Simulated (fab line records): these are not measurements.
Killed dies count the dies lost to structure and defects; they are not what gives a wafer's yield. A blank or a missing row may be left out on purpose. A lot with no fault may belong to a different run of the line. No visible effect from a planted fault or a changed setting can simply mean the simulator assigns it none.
Chamber matching | flow nand harc | NHARC_THIN_TSV_DEP_47 on pecvd-01 has 3 sister chambers
The step deposits SiO2, target thk 200 nm. 14 wafers are shown with their chamber, then 7 later ones without.

== WAFERS PAIRED WITH THEIR CHAMBERS ==
wafer  | chamber | throttle valve pct (%)
L801.1 | 0       | 15.9
L801.3 | 1       | 15.3
L801.6 | 2       | 15.8
L802.3 | 2       | 15.5
L802.5 | 0       | 15.9
L802.6 | 1       | 15.1
L808.1 | 2       | 15.6
L808.2 | 0       | 16.3
L808.3 | 1       | 15.4
L814.2 | 2       | 16.0
L814.4 | 1       | 14.9
L814.5 | 2       | 15.7
L816.3 | 0       | 16.1
L816.4 | 0       | 15.9

SIGNATURES, as means of the wafers listed above
reading            | chamber 0 | chamber 1 | chamber 2 | scatter within a chamber
throttle valve pct | 16.020    | 15.175    | 15.720    | 0.196
Rule: distance of a wafer from a chamber = root of the sum over the readings of ((wafer's reading minus chamber's mean) / reading's scatter) squared. If the next closest chamber is less than 2 further off than the closest, the wafer can't be placed; otherwise it belongs to the closest. The scatter is the square root of a quotient: the sum, over the shown wafers, of each reading's squared deviation from its chamber's mean, divided by wafers minus chambers.

== WAFERS WITHOUT THEIR CHAMBER ==
wafer  | throttle valve pct (%)
L816.6 | 15.8
L817.2 | 15.9
L817.5 | 15.1
L817.6 | 15.9
L818.2 | 15.0
L818.4 | 16.0
L818.5 | 15.6

== WHICH CHAMBER EACH ONE RAN IN ==
wafer  | from the rows above          | in truth
L816.6 | can't be placed: 2 or 0      | 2
L817.2 | can't be placed: 0 or 2      | 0
L817.5 | 1                            | 1
L817.6 | can't be placed: 0 or 2      | 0
L818.2 | 1                            | 1
L818.4 | can't be placed: 0 or 2      | 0
L818.5 | can't be placed: 2 or 0 or 1 | 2
Placed correctly: 2 of 7. From these rows, 5 cannot be placed; in 5 the true chamber is one of the candidates. 0 placed wrongly.
